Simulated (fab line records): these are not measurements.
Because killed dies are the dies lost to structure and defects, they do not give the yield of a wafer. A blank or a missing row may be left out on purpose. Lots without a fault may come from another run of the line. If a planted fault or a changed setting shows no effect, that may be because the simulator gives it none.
Matching of chambers / flow n5Finfet / rieDiel-02 running N5_BEOL_M0_SAQP_CUT_ETCH_46: 4 sister chambers
The step etches SOC in N2/H2, target depth 135 nm, overetch 27 nm, time 202.5 s. 4 wafers are shown with their chamber, then 9 later ones without.

EACH WAFER AND ITS CHAMBER
wafer=L088.3; chamber=3; showerheadPlenumPTorr (Torr)=2.66
wafer=L088.6; chamber=0; showerheadPlenumPTorr (Torr)=2.51
wafer=L090.5; chamber=2; showerheadPlenumPTorr (Torr)=2.50
wafer=L090.6; chamber=1; showerheadPlenumPTorr (Torr)=2.42

WAFERS WHOSE CHAMBER IS MISSING
wafer=L091.2; showerheadPlenumPTorr (Torr)=2.50
wafer=L091.3; showerheadPlenumPTorr (Torr)=2.66
wafer=L091.5; showerheadPlenumPTorr (Torr)=2.66
wafer=L092.2; showerheadPlenumPTorr (Torr)=2.42
wafer=L092.4; showerheadPlenumPTorr (Torr)=2.66
wafer=L092.5; showerheadPlenumPTorr (Torr)=2.66
wafer=L097.2; showerheadPlenumPTorr (Torr)=2.50
wafer=L097.3; showerheadPlenumPTorr (Torr)=2.41
wafer=L097.4; showerheadPlenumPTorr (Torr)=2.65

EACH ONE'S CHAMBER
wafer=L091.2; from the rows above=2; in truth=2
wafer=L091.3; from the rows above=3; in truth=3
wafer=L091.5; from the rows above=3; in truth=3
wafer=L092.2; from the rows above=1; in truth=1
wafer=L092.4; from the rows above=3; in truth=3
wafer=L092.5; from the rows above=3; in truth=3
wafer=L097.2; from the rows above=2; in truth=2
wafer=L097.3; from the rows above=1; in truth=1
wafer=L097.4; from the rows above=3; in truth=3
9 of 9 placed correctly. Not placeable from these rows: 0. 0 placed wrongly.
How it was worked out, from the rows above alone: a wafer's distance from a chamber is the root of the sum, over the readings, of the square of ((its reading less the chamber's mean) divided by the reading's scatter). The wafer belongs to the nearest chamber; if the next one is less than 2 further off, it can't be placed. Each chamber's mean is taken over the wafers shown for it. The scatter: with one shown wafer a chamber, the root of the mean of the squares of how far each hidden wafer lies from its nearest shown one.
